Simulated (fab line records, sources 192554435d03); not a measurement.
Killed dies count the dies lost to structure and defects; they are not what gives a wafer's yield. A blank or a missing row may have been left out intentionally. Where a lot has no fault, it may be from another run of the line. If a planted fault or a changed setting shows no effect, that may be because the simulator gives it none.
fab line records	flow n5_finfet
record lots=24	wafers=72	last_day=18
route steps=1938 shown BEOL_M5@1152
lots with no fault: from the same line, run without faults
start_h: hours from the record's opening day to when the first of the lot's shown wafers began	wait_h: hours since the lot's step before	" repeats the value in the row above	L1.1+2: a row that stands for several wafers	- no value present, or no start provided	* or withheld: withheld	< > ~ a bound
route shown NAME@n: names a module that has steps shown in the file, with the first one's number in the route	usual: the fault-free wafers' mean and standard deviation	same: alike in all rows	chamber/n: place in a boat	sites: per-site readings	_std_site: the standard deviation of these	_edge_site: inner sites' mean taken away from outer sites' mean	radius_mm: for every site, how far away it sits from the centre of the wafer	mask NAME#n: copy n	behind: the most recent tool/chamber to have shaped the wafer	hold: why the lot was held/for how many hours/how that ended	device: transistor that didn't switch, given as n, p or np	end of line: the tests these same wafers got at the end of their route	a step with no rows: only its recipe	killed: not the wafer's yield, but the dies lost to structure and defects at the first sort	map: shows each die of a wafer: x if killed, . if not, _ if none is there
set.NAME: the run value of the setting; set.NAME@STEP: its run value at that earlier step	model.NAME: the simulator's own value behind a step, which no gauge read
steps of the route over a sample of lots; a table a step, a row a wafer
services: from which hour (start_h, from the record's first day; less than 0 if before it) a tool's chamber was out of use, for how many hours, and why
## steps
# step N5_BEOL_M5_ETCH_75
# recipe chemistry=N2/H2	target=underlayer	target_depth_a=65	mask_material=CAR-EUV	time_s=5.2	ion_energy_ev=200	pressure_mtorr=30	source_w=840	bias_w=150	n2_flow_sccm=200	h2_flow_sccm=200	ends=cleared
# usual bias_w=150.0/0.43	drypump_motor_current_A=5.8/0.71	etch_rf_on_time_s=5.29/0.13	oes_product_au=0.64/0.051	rf_vpp_V=523.1/2.4	showerhead_plenum_p_Torr=2.51/0.076	throttle_valve_pct=17.79/0.19
lot.wafer	tool	chamber	start_h	wait_h	bias_w	drypump_motor_current_A	etch_rf_on_time_s	oes_product_au	rf_hours_counter_h	rf_vpp_V	showerhead_plenum_p_Torr	throttle_valve_pct
L074.1	rie_diel-01	2	174.12	0.0	149.6	5.2	5.39	0.61	157	522.7	2.54	17.57
L074.4	"	1	"	"	150.0	4.9	5.43	0.59	195	520.5	2.41	17.92
L074.6	"	1	"	"	150.0	4.9	5.40	0.60	-	519.5	2.41	17.93
L075.3	rie_diel-03	1	176.70	0.0	150.7	5.3	5.26	0.72	43	526.4	2.58	17.26
L075.4	"	0	"	"	150.4	6.4	5.58	0.67	89	525.1	2.57	17.72
L075.5	"	1	"	"	150.5	5.3	5.22	0.73	-	524.3	2.58	17.26
L076.3	rie_diel-04	3	185.43	0.0	149.9	6.8	5.15	0.71	63	522.5	2.47	17.78
L076.4	"	1	"	"	149.6	4.7	5.12	0.63	161	526.7	2.66	17.82
L076.6	"	2	"	"	148.7	6.5	5.30	0.74	-	521.4	2.48	17.35
L077.3	rie_diel-01	0	190.25	0.0	150.0	5.6	5.12	0.68	125	525.9	2.55	17.84
L077.4	"	1	"	"	150.1	4.9	5.41	0.59	200	517.0	2.41	17.93
L077.6	"	0	"	"	149.9	5.6	5.11	0.67	-	524.3	2.55	17.82
L078.2	rie_diel-01	2	196.65	0.0	149.1	5.3	5.37	0.61	165	523.2	2.54	17.56
L078.4	"	2	"	"	149.8	5.2	5.33	0.61	-	525.3	2.54	17.61
L078.6	"	3	"	"	150.5	6.4	5.28	0.73	-	522.8	2.49	17.78
L079.1	rie_diel-01	2	206.97	0.1	150.0	5.2	5.35	0.61	170	523.5	2.53	17.63
L079.2	"	2	"	"	150.7	5.2	5.33	0.61	-	522.7	2.54	17.63
L079.4	"	2	"	"	149.8	5.2	5.36	0.60	-	522.6	2.53	17.59
L080.1	rie_diel-04	0	207.98	0.0	149.1	5.4	5.41	0.60	197	525.6	2.64	17.81
L080.3	"	1	"	"	149.9	4.7	5.16	0.62	167	528.2	2.66	17.84
L080.6	"	3	"	"	150.3	6.7	5.23	0.70	-	522.8	2.47	17.79
L081.2	rie_diel-03	2	224.83	0.0	150.8	6.6	5.15	0.64	185	522.1	2.42	17.96
L081.4	"	0	"	"	150.0	6.4	5.44	0.66	101	525.1	2.56	17.71
L081.6	"	3	"	"	150.6	6.5	5.10	0.62	-	523.5	2.52	18.03
L083.1	rie_diel-04	3	247.02	0.0	150.5	6.8	5.21	0.69	81	521.6	2.47	17.79
L083.4	"	0	"	"	149.8	5.4	5.34	0.59	208	528.3	2.63	17.83
L083.5	"	3	"	"	150.2	6.7	5.19	0.70	-	521.0	2.46	17.83
L082.1	rie_diel-01	3	259.63	0.0	149.7	6.5	5.27	0.72	60	522.5	2.48	17.78
L082.2	"	2	"	"	149.8	5.2	5.28	0.60	186	523.5	2.53	17.64
L082.6	"	0	"	"	150.3	5.6	5.04	0.67	-	524.8	2.55	17.85
L085.2	rie_diel-04	1	259.96	0.0	149.8	4.7	5.24	0.62	182	529.0	2.65	17.88
L085.4	"	2	"	"	150.3	6.5	5.37	0.72	39	521.0	2.47	17.39
L085.5	"	1	"	"	150.8	4.7	5.22	0.61	-	525.5	2.65	17.85
L086.1	rie_diel-01	3	266.67	0.0	149.4	6.4	5.24	0.72	62	522.9	2.48	17.78
L086.3	"	2	"	"	149.8	5.2	5.29	0.60	188	520.8	2.53	17.63
L086.5	"	1	"	"	149.4	4.9	5.42	0.57	-	520.5	2.40	17.96
L087.3	rie_diel-04	1	267.51	0.0	149.1	4.7	5.28	0.60	184	526.7	2.65	17.88
L087.4	"	3	"	"	149.8	6.7	5.28	0.68	87	523.1	2.46	17.82
L087.6	"	0	"	"	149.8	5.4	5.37	0.59	-	527.8	2.63	17.86
L084.3	rie_diel-04	1	270.30	0.0	149.3	4.7	5.36	0.61	185	527.9	2.65	17.86
L084.5	"	0	"	"	149.7	5.4	5.45	0.59	-	525.0	2.63	17.83
L084.6	"	3	"	"	150.7	6.7	5.27	0.68	-	521.7	2.46	17.82
L089.4	rie_diel-04	2	290.25	0.0	149.9	6.5	5.37	0.71	48	522.1	2.47	17.39
L089.5	"	0	"	"	148.7	5.4	5.41	0.58	-	524.8	2.63	17.86
L089.6	"	3	"	"	150.2	6.7	5.24	0.68	-	520.5	2.46	17.80
L088.2	rie_diel-03	2	293.62	0.0	149.7	6.7	5.25	0.63	205	519.9	2.41	17.98
L088.5	"	3	"	"	149.5	6.5	5.11	0.61	-	523.8	2.51	18.05
L088.6	"	2	"	"	150.0	6.6	5.27	0.63	-	520.0	2.41	17.98
L091.1	rie_diel-03	2	297.98	0.0	150.0	6.6	5.28	0.62	207	522.3	2.41	18.00
L091.2	"	0	"	"	150.2	6.4	5.49	0.64	122	524.4	2.55	17.73
L091.3	"	3	"	"	149.7	6.5	5.08	0.61	233	523.5	2.51	18.05
L094.1	rie_diel-01	0	301.96	0.0	149.3	5.6	5.11	0.65	153	525.8	2.54	17.86
L094.4	"	1	"	"	150.2	4.9	5.43	0.58	230	519.3	2.39	17.96
L094.6	"	2	"	"	150.2	5.2	5.36	0.59	-	523.4	2.52	17.63
L090.1	rie_diel-01	1	307.38	0.0	149.8	4.9	5.42	0.57	232	518.1	2.39	17.99
L090.3	"	2	"	"	149.5	5.2	5.39	0.58	198	523.2	2.52	17.68
L090.5	"	0	"	"	149.8	5.6	5.14	0.66	-	525.2	2.54	17.89
L093.2	rie_diel-01	3	316.04	0.0	149.6	6.5	5.26	0.70	74	523.5	2.48	17.82
L093.5	"	1	"	"	150.2	4.9	5.39	0.57	-	520.0	2.39	17.99
L093.6	"	0	"	"	149.5	5.6	5.02	0.67	-	522.4	2.54	17.87
L096.2	rie_diel-01	2	318.89	0.0	150.2	5.2	5.37	0.58	202	524.1	2.52	17.66
L096.4	"	0	"	"	150.0	5.6	5.10	0.66	158	524.1	2.54	17.88
L096.6	"	3	"	"	150.4	6.5	5.22	0.71	-	520.7	2.48	17.83
L092.3	rie_diel-03	1	322.54	0.0	149.9	5.3	5.30	0.68	80	524.5	2.56	17.32
L092.5	"	3	"	"	149.8	6.5	5.20	0.60	-	522.7	2.51	18.07
L092.6	"	0	"	"	150.4	6.4	5.58	0.64	-	525.0	2.55	17.78
L095.1	rie_diel-01	0	322.81	0.0	150.0	5.6	5.17	0.66	159	525.5	2.54	17.87
L095.3	"	3	"	"	150.5	6.4	5.31	0.70	76	519.8	2.47	17.81
L095.4	"	1	"	"	150.1	4.9	5.46	0.57	236	522.5	2.39	17.98
L097.1	rie_diel-04	0	333.13	0.0	150.2	5.4	5.30	0.59	230	526.9	2.62	17.85
L097.5	"	0	"	"	150.1	5.4	5.34	0.58	-	525.8	2.62	17.89
L097.6	"	1	"	"	149.8	4.7	5.17	0.62	-	526.3	2.64	17.89
# step N5_BEOL_M5_STRIP_36
# recipe chemistry=N2/H2	power_w=450	temp_c=40	pressure_mtorr=20	rf_frequency_hz=6e+07	overash_fraction=0.3	bias_power_w=7	h2_frac=0.5	n2_flow_sccm=200	h2_flow_sccm=200
# usual drypump_motor_current_A=5.8/0.71	oes_product_au=0.76/0.061	rf_vpp_V=59.0/1.5	showerhead_plenum_p_Torr=2.51/0.077	throttle_valve_pct=23.54/0.22
lot.wafer	tool	chamber	start_h	wait_h	drypump_motor_current_A	oes_product_au	rf_hours_counter_h	rf_vpp_V	showerhead_plenum_p_Torr	throttle_valve_pct
L074.1	rie_diel-01	2	174.31	0.0	5.2	0.73	158	59.0	2.54	23.41
L074.4	"	1	"	"	4.9	0.71	195	59.9	2.40	23.68
L074.6	"	1	"	"	4.9	0.71	-	59.5	2.40	23.67
L075.3	rie_diel-03	1	176.89	0.0	5.3	0.85	43	57.3	2.58	22.92
L075.4	"	0	"	"	6.4	0.82	89	59.0	2.56	23.56
L075.5	"	1	"	"	5.3	0.85	-	58.2	2.58	22.89
L076.3	rie_diel-04	3	185.63	0.0	6.8	0.84	63	58.3	2.47	23.65
L076.4	"	1	"	"	4.7	0.73	161	59.7	2.66	23.66
L076.6	"	2	"	"	6.5	0.90	-	58.4	2.47	23.01
L077.3	rie_diel-01	0	190.44	0.0	5.6	0.79	126	60.8	2.55	23.48
L077.4	"	1	"	"	4.9	0.70	200	57.8	2.40	23.69
L077.6	"	0	"	"	5.6	0.80	-	58.3	2.55	23.43
L078.2	rie_diel-01	2	196.85	0.0	5.2	0.71	165	61.9	2.53	23.41
L078.4	"	2	"	"	5.2	0.71	-	62.1	2.53	23.39
L078.6	"	3	"	"	6.4	0.85	-	59.8	2.48	23.58
L079.1	rie_diel-01	2	207.55	0.0	5.2	0.71	170	58.2	2.53	23.40
L079.2	"	2	"	"	5.2	0.72	-	61.6	2.53	23.39
L079.4	"	2	"	"	5.2	0.70	-	59.2	2.53	23.36
L080.1	rie_diel-04	0	208.17	0.0	5.4	0.70	197	58.4	2.63	23.44
L080.3	"	1	"	"	4.7	0.73	167	59.5	2.65	23.71
L080.6	"	3	"	"	6.7	0.82	-	61.0	2.47	23.66
L081.2	rie_diel-03	2	225.02	0.0	6.6	0.74	186	57.9	2.41	23.67
L081.4	"	0	"	"	6.5	0.81	102	58.6	2.56	23.58
L081.6	"	3	"	"	6.4	0.73	-	59.4	2.52	23.85
L083.1	rie_diel-04	3	247.21	0.0	6.7	0.81	81	60.5	2.46	23.67
L083.4	"	0	"	"	5.4	0.71	208	57.1	2.63	23.48
L083.5	"	3	"	"	6.8	0.83	-	54.6	2.46	23.67
L082.1	rie_diel-01	3	259.83	0.0	6.4	0.84	61	56.2	2.48	23.63
L082.2	"	2	"	"	5.2	0.71	187	58.0	2.52	23.43
L082.6	"	0	"	"	5.6	0.78	-	57.8	2.54	23.44
L085.2	rie_diel-04	1	260.15	0.0	4.7	0.72	182	63.1	2.65	23.69
L085.4	"	2	"	"	6.5	0.86	39	57.4	2.47	23.03
L085.5	"	1	"	"	4.7	0.71	-	60.1	2.65	23.72
L086.1	rie_diel-01	3	266.86	0.0	6.4	0.85	62	58.4	2.48	23.61
L086.3	"	2	"	"	5.3	0.70	188	58.7	2.52	23.41
L086.5	"	1	"	"	4.9	0.69	-	60.0	2.39	23.70
L087.3	rie_diel-04	1	267.70	0.0	4.7	0.71	184	61.3	2.65	23.70
L087.4	"	3	"	"	6.7	0.80	87	61.3	2.46	23.67
L087.6	"	0	"	"	5.4	0.71	-	60.5	2.63	23.50
L084.3	rie_diel-04	1	270.49	0.0	4.7	0.72	185	59.5	2.64	23.70
L084.5	"	0	"	"	5.4	0.71	-	59.7	2.63	23.51
L084.6	"	3	"	"	6.8	0.81	-	59.0	2.46	23.71
L089.4	rie_diel-04	2	290.44	0.0	6.5	0.84	48	57.9	2.46	23.03
L089.5	"	0	"	"	5.4	0.70	-	57.0	2.63	23.51
L089.6	"	3	"	"	6.8	0.81	-	60.1	2.45	23.69
L088.2	rie_diel-03	2	293.81	0.0	6.6	0.73	205	56.8	2.40	23.73
L088.5	"	3	"	"	6.4	0.70	-	58.5	2.51	23.87
L088.6	"	2	"	"	6.6	0.73	-	59.8	2.40	23.72
L091.1	rie_diel-03	2	298.17	0.0	6.7	0.74	207	56.6	2.40	23.72
L091.2	"	0	"	"	6.4	0.79	122	59.3	2.55	23.59
L091.3	"	3	"	"	6.4	0.71	233	57.4	2.51	23.90
L094.1	rie_diel-01	0	302.15	0.0	5.6	0.78	153	60.7	2.54	23.48
L094.4	"	1	"	"	4.9	0.69	230	60.8	2.39	23.74
L094.6	"	2	"	"	5.2	0.68	-	60.2	2.52	23.42
L090.1	rie_diel-01	1	307.57	0.0	5.0	0.68	232	56.9	2.39	23.74
L090.3	"	2	"	"	5.2	0.69	198	58.2	2.52	23.45
L090.5	"	0	"	"	5.6	0.77	-	58.5	2.54	23.48
L093.2	rie_diel-01	3	316.23	0.0	6.4	0.82	74	58.2	2.47	23.65
L093.5	"	1	"	"	4.9	0.68	-	59.9	2.39	23.73
L093.6	"	0	"	"	5.6	0.77	-	59.9	2.54	23.47
L096.2	rie_diel-01	2	319.08	0.0	5.2	0.68	202	57.4	2.52	23.45
L096.4	"	0	"	"	5.6	0.76	158	58.7	2.54	23.48
L096.6	"	3	"	"	6.4	0.82	-	57.4	2.47	23.68
L092.3	rie_diel-03	1	322.74	0.0	5.4	0.80	80	61.1	2.56	22.95
L092.5	"	3	"	"	6.4	0.70	-	59.5	2.51	23.88
L092.6	"	0	"	"	6.4	0.77	-	61.0	2.54	23.58
L095.1	rie_diel-01	0	323.00	0.0	5.6	0.76	159	57.3	2.54	23.48
L095.3	"	3	"	"	6.4	0.82	76	59.8	2.47	23.67
L095.4	"	1	"	"	4.9	0.68	236	54.7	2.39	23.73
L097.1	rie_diel-04	0	333.32	0.0	5.4	0.70	230	57.7	2.62	23.49
L097.5	"	0	"	"	5.4	0.69	-	59.9	2.62	23.54
L097.6	"	1	"	"	4.7	0.71	-	58.5	2.64	23.73
# step N5_BEOL_M5_CD_MEAS_35
# recipe target_cd_nm=28	target_cd_y_nm=24	polarity=opening
# usual cd_nm=27.9/0.34
lot.wafer	tool	chamber	start_h	wait_h	cd_nm
L074.1	cd_sem-01	-	174.66	0.0	27.7
L074.4	"	-	"	"	27.9
L074.6	"	-	"	"	28.3
L075.3	cd_sem-01	-	177.25	0.0	28.0
L075.4	"	-	"	"	27.9
L075.5	"	-	"	"	27.8
L076.3	cd_sem-01	-	185.98	0.0	28.1
L076.4	"	-	"	"	27.6
L076.6	"	-	"	"	27.7
L077.3	cd_sem-02	-	190.79	0.0	28.2
L077.4	"	-	"	"	28.5
L077.6	"	-	"	"	27.6
L078.2	cd_sem-03	-	197.19	0.0	28.0
L078.4	"	-	"	"	28.6
L078.6	"	-	"	"	28.2
L079.1	cd_sem-02	-	208.23	0.0	27.5
L079.2	"	-	"	"	27.8
L079.4	"	-	"	"	27.8
L080.1	cd_sem-03	-	208.52	0.0	27.5
L080.3	"	-	"	"	27.6
L080.6	"	-	"	"	27.7
L081.2	cd_sem-01	-	225.37	0.0	27.7
L081.4	"	-	"	"	27.5
L081.6	"	-	"	"	27.3
L083.1	cd_sem-01	-	247.56	0.0	27.7
L083.4	"	-	"	"	27.9
L083.5	"	-	"	"	27.3
L082.1	cd_sem-02	-	260.18	0.0	27.8
L082.2	"	-	"	"	27.8
L082.6	"	-	"	"	28.1
L085.2	cd_sem-02	-	260.50	0.0	28.2
L085.4	"	-	"	"	28.4
L085.5	"	-	"	"	28.0
L086.1	cd_sem-01	-	267.21	0.0	27.8
L086.3	"	-	"	"	28.3
L086.5	"	-	"	"	28.3
L087.3	cd_sem-03	-	268.05	0.0	28.4
L087.4	"	-	"	"	27.4
L087.6	"	-	"	"	28.5
L084.3	cd_sem-02	-	270.84	0.0	27.7
L084.5	"	-	"	"	27.6
L084.6	"	-	"	"	27.7
L089.4	cd_sem-01	-	290.79	0.0	27.6
L089.5	"	-	"	"	28.1
L089.6	"	-	"	"	28.1
L088.2	cd_sem-03	-	294.15	0.0	28.0
L088.5	"	-	"	"	27.5
L088.6	"	-	"	"	27.8
L091.1	cd_sem-03	-	298.52	0.0	27.2
L091.2	"	-	"	"	27.4
L091.3	"	-	"	"	27.9
L094.1	cd_sem-03	-	302.50	0.0	27.9
L094.4	"	-	"	"	28.6
L094.6	"	-	"	"	28.0
L090.1	cd_sem-03	-	307.92	0.0	28.2
L090.3	"	-	"	"	28.1
L090.5	"	-	"	"	28.0
L093.2	cd_sem-01	-	316.58	0.0	27.3
L093.5	"	-	"	"	27.3
L093.6	"	-	"	"	28.4
L096.2	cd_sem-02	-	319.42	0.0	27.2
L096.4	"	-	"	"	27.9
L096.6	"	-	"	"	27.1
L092.3	cd_sem-03	-	323.08	0.0	27.8
L092.5	"	-	"	"	28.4
L092.6	"	-	"	"	28.0
L095.1	cd_sem-01	-	323.35	0.0	27.6
L095.3	"	-	"	"	28.2
L095.4	"	-	"	"	27.3
L097.1	cd_sem-03	-	333.69	0.0	28.0
L097.5	"	-	"	"	27.9
L097.6	"	-	"	"	27.7
# step N5_BEOL_M5_SPUTTER_48
# recipe material=Cu	target_thk_a=150	temp_c=-20	chamber_pressure_pa=0.07	power_w=withheld	time_s=27.62
# usual throttle_valve_pct=30.2/1.1
lot.wafer	tool	chamber	start_h	wait_h	throttle_valve_pct
L074.1	pvd_sputter-02	-	175.96	0.1	28.2
L074.4	"	-	"	"	29.9
L074.6	"	-	"	"	29.5
L075.3	pvd_sputter-02	-	180.81	0.1	32.0
L075.4	"	-	"	"	29.8
L075.5	"	-	"	"	28.6
L076.3	pvd_sputter-02	-	188.65	0.1	30.3
L076.4	"	-	"	"	28.6
L076.6	"	-	"	"	30.0
L077.3	pvd_sputter-01	-	192.33	0.1	30.2
L077.4	"	-	"	"	29.8
L077.6	"	-	"	"	31.8
L078.2	pvd_sputter-03	-	200.31	0.2	29.9
L078.4	"	-	"	"	30.5
L078.6	"	-	"	"	28.5
L079.1	pvd_sputter-02	-	209.25	0.2	31.8
L079.2	"	-	"	"	28.2
L079.4	"	-	"	"	30.1
L080.1	pvd_sputter-01	-	211.22	0.3	29.8
L080.3	"	-	"	"	30.2
L080.6	"	-	"	"	30.1
L081.2	pvd_sputter-02	-	228.51	0.2	30.3
L081.4	"	-	"	"	29.8
L081.6	"	-	"	"	30.2
L083.1	pvd_sputter-03	-	249.71	0.1	30.5
L083.4	"	-	"	"	31.4
L083.5	"	-	"	"	30.0
L082.1	pvd_sputter-03	-	261.48	0.1	31.3
L082.2	"	-	"	"	30.5
L082.6	"	-	"	"	30.3
L085.2	pvd_sputter-02	-	261.57	0.1	30.3
L085.4	"	-	"	"	31.6
L085.5	"	-	"	"	31.7
L086.1	pvd_sputter-02	-	269.92	1.4	30.0
L086.3	"	-	"	"	31.7
L086.5	"	-	"	"	29.7
L087.3	pvd_sputter-03	-	270.76	0.2	28.4
L087.4	"	-	"	"	30.4
L087.6	"	-	"	"	31.5
L084.3	pvd_sputter-01	-	274.22	0.2	29.7
L084.5	"	-	"	"	31.7
L084.6	"	-	"	"	30.1
L089.4	pvd_sputter-03	-	292.01	0.1	31.5
L089.5	"	-	"	"	31.2
L089.6	"	-	"	"	28.5
L088.2	pvd_sputter-01	-	295.75	0.1	29.8
L088.5	"	-	"	"	30.0
L088.6	"	-	"	"	32.0
L091.1	pvd_sputter-01	-	300.43	0.2	29.9
L091.2	"	-	"	"	29.7
L091.3	"	-	"	"	31.8
L094.1	pvd_sputter-02	-	304.04	0.3	30.2
L094.4	"	-	"	"	29.9
L094.6	"	-	"	"	29.8
L090.1	pvd_sputter-01	-	309.05	0.2	30.0
L090.3	"	-	"	"	29.8
L090.5	"	-	"	"	30.4
L093.2	pvd_sputter-03	-	317.97	0.1	30.2
L093.5	"	-	"	"	31.4
L093.6	"	-	"	"	28.8
L096.2	pvd_sputter-02	-	320.66	0.1	28.6
L096.4	"	-	"	"	30.1
L096.6	"	-	"	"	29.8
L092.3	pvd_sputter-02	-	325.37	0.2	29.9
L092.5	"	-	"	"	29.8
L092.6	"	-	"	"	31.9
L095.1	pvd_sputter-03	-	326.10	0.1	30.1
L095.3	"	-	"	"	28.5
L095.4	"	-	"	"	30.0
L097.1	pvd_sputter-01	-	335.12	0.3	30.0
L097.5	"	-	"	"	30.1
L097.6	"	-	"	"	29.8
# step N5_BEOL_M5_CO_CAP_78
# recipe material=Co	target_thk_a=20	temp_c=200	precursor=CCTBA/H2	pressure_torr=30	time_s=102.1
# usual heater_power_w=234/9.4
lot.wafer	tool	chamber	start_h	wait_h	heater_power_w
L074.1	cvd_co-02	1	181.30	0.0	239
L074.4	"	1	"	"	229
L074.6	"	0	"	"	221
L075.3	cvd_co-02	1	186.35	0.0	228
L075.4	"	0	"	"	226
L075.5	"	2	"	"	222
L076.3	cvd_co-02	0	193.87	0.0	229
L076.4	"	0	"	"	228
L076.6	"	2	"	"	226
L077.3	cvd_co-02	1	197.71	0.0	227
L077.4	"	2	"	"	224
L077.6	"	0	"	"	232
L078.2	cvd_co-01	2	205.64	0.0	232
L078.4	"	1	"	"	229
L078.6	"	2	"	"	229
L079.1	cvd_co-01	1	214.50	0.0	239
L079.2	"	0	"	"	245
L079.4	"	1	"	"	242
L081.2	cvd_co-01	1	233.76	0.0	238
L081.4	"	0	"	"	243
L081.6	"	1	"	"	238
L080.1	cvd_co-02	0	250.82	0.0	226
L080.3	"	2	"	"	222
L080.6	"	2	"	"	218
L083.1	cvd_co-01	0	254.93	0.0	252
L083.4	"	0	"	"	250
L083.5	"	1	"	"	234
L082.1	cvd_co-01	0	266.71	0.0	247
L082.2	"	1	"	"	243
L082.6	"	0	"	"	250
L085.2	cvd_co-02	1	268.25	0.0	236
L085.4	"	0	"	"	234
L085.5	"	2	"	"	222
L086.1	cvd_co-02	2	275.14	0.0	223
L086.3	"	0	"	"	227
L086.5	"	2	"	"	217
L087.3	cvd_co-01	2	276.04	0.0	227
L087.4	"	2	"	"	232
L087.6	"	0	"	"	249
L084.3	cvd_co-02	0	279.44	0.0	223
L084.5	"	0	"	"	227
L084.6	"	1	"	"	237
L089.4	cvd_co-01	2	297.28	0.0	232
L089.5	"	1	"	"	243
L089.6	"	0	"	"	254
L088.2	cvd_co-02	1	301.20	0.0	240
L088.5	"	1	"	"	237
L088.6	"	0	"	"	230
L091.1	cvd_co-01	1	306.17	0.0	240
L091.2	"	0	"	"	251
L091.3	"	2	"	"	228
L094.1	cvd_co-01	0	309.26	0.0	253
L094.4	"	0	"	"	239
L094.6	"	1	"	"	238
L090.1	cvd_co-01	0	314.27	0.0	249
L090.3	"	2	"	"	225
L090.5	"	0	"	"	244
L093.2	cvd_co-02	2	323.19	0.0	225
L093.5	"	1	"	"	242
L093.6	"	2	"	"	220
L096.2	cvd_co-01	1	325.88	0.0	240
L096.4	"	0	"	"	252
L096.6	"	2	"	"	228
L092.3	cvd_co-02	2	330.81	0.0	218
L092.5	"	2	"	"	221
L092.6	"	1	"	"	237
L095.1	cvd_co-01	2	333.80	0.0	228
L095.3	"	2	"	"	225
L095.4	"	0	"	"	249
L097.1	cvd_co-01	2	340.36	0.0	231
L097.5	"	0	"	"	254
L097.6	"	2	"	"	230
# step N5_BEOL_M5_RS_MEAS_57
# recipe thk_meas_gauge=four-point-probe	reads=Co_of_BEOL_M5_CO_CAP_78+Cu_of_BEOL_M5_ECD_50+Co_of_BEOL_M5_CVD_47+TaN_of_BEOL_M5_ALD_86
# usual M5_RS=0.394/0.013
lot.wafer	tool	chamber	start_h	wait_h	M5_RS[ohm/sq]
L074.1	film_metro-02	-	181.52	0.0	0.412
L074.4	"	-	"	"	0.393
L074.6	"	-	"	"	0.396
L075.3	film_metro-02	-	186.54	0.1	0.390
L075.4	"	-	"	"	0.406
L075.5	"	-	"	"	0.389
L076.3	film_metro-02	-	194.06	0.1	0.375
L076.4	"	-	"	"	0.389
L076.6	"	-	"	"	0.388
L077.3	film_metro-01	-	197.89	0.1	0.365
L077.4	"	-	"	"	0.388
L077.6	"	-	"	"	0.364
L078.2	film_metro-02	-	205.86	0.1	0.406
L078.4	"	-	"	"	0.399
L078.6	"	-	"	"	0.401
L079.1	film_metro-02	-	214.72	0.1	0.399
L079.2	"	-	"	"	0.398
L079.4	"	-	"	"	0.398
L081.2	film_metro-01	-	233.98	0.1	0.388
L081.4	"	-	"	"	0.388
L081.6	"	-	"	"	0.377
L080.1	film_metro-01	-	251.00	0.0	0.395
L080.3	"	-	"	"	0.385
L080.6	"	-	"	"	0.386
L083.1	film_metro-02	-	255.13	0.0	0.384
L083.4	"	-	"	"	0.396
L083.5	"	-	"	"	0.385
L082.1	film_metro-01	-	266.92	0.1	0.397
L082.2	"	-	"	"	0.410
L082.6	"	-	"	"	0.380
L085.2	film_metro-02	-	268.43	0.1	0.395
L085.4	"	-	"	"	0.396
L085.5	"	-	"	"	0.391
L086.1	film_metro-01	-	275.32	0.0	0.407
L086.3	"	-	"	"	0.398
L086.5	"	-	"	"	0.418
L087.3	film_metro-02	-	276.23	0.1	0.378
L087.4	"	-	"	"	0.384
L087.6	"	-	"	"	0.398
L084.3	film_metro-02	-	279.63	0.1	0.397
L084.5	"	-	"	"	0.394
L084.6	"	-	"	"	0.384
L089.4	film_metro-02	-	297.43	0.0	0.370
L089.5	"	-	"	"	0.391
L089.6	"	-	"	"	0.374
L088.2	film_metro-02	-	301.38	0.1	0.386
L088.5	"	-	"	"	0.391
L088.6	"	-	"	"	0.398
L091.1	film_metro-01	-	306.36	0.0	0.404
L091.2	"	-	"	"	0.407
L091.3	"	-	"	"	0.401
L094.1	film_metro-01	-	309.45	0.0	0.380
L094.4	"	-	"	"	0.383
L094.6	"	-	"	"	0.383
L090.1	film_metro-02	-	314.47	0.0	0.408
L090.3	"	-	"	"	0.394
L090.5	"	-	"	"	0.380
L093.2	film_metro-01	-	323.37	0.1	0.407
L093.5	"	-	"	"	0.418
L093.6	"	-	"	"	0.364
L096.2	film_metro-01	-	326.06	0.1	0.411
L096.4	"	-	"	"	0.380
L096.6	"	-	"	"	0.396
L092.3	film_metro-01	-	331.00	0.1	0.400
L092.5	"	-	"	"	0.403
L092.6	"	-	"	"	0.426
L095.1	film_metro-01	-	334.02	0.0	0.404
L095.3	"	-	"	"	0.389
L095.4	"	-	"	"	0.411
L097.1	film_metro-01	-	340.58	0.0	0.387
L097.5	"	-	"	"	0.403
L097.6	"	-	"	"	0.375
## services
tool	chamber	start_h	hours	kind
cvd_co-02	-	151.32	1.5	repair
rie_diel-04	3	157.82	7.7	repair
rie_diel-01	3	159.74	5.1	repair
rie_diel-04	0	164.51	10.8	repair
cvd_co-02	-	167.38	4.1	repair
cvd_co-02	2	174.06	10.5	repair
rie_diel-01	0	192.03	15.2	repair
pvd_sputter-02	-	197.53	7.5	repair
rie_diel-01	3	199.51	13.7	repair
rie_diel-01	1	203.97	4.9	repair
cvd_co-01	2	232.36	3.2	repair
rie_diel-01	3	233.71	4.6	repair
rie_diel-03	-	247.81	0.9	repair
cvd_co-02	-	262.33	0.7	repair
cvd_co-02	-	283.54	14.6	pm
rie_diel-03	1	292.57	11.4	repair
rie_diel-04	-	307.34	1.1	repair
rie_diel-03	3	329.30	4.3	repair
rie_diel-04	3	332.64	7.5	repair
cvd_co-01	1	333.33	-	clean
cvd_co-01	1	333.33	22.0	scheduled_down
cvd_co-01	1	333.33	22.0	vent_cycle
rie_diel-04	0	334.08	6.7	repair
## key
fault none
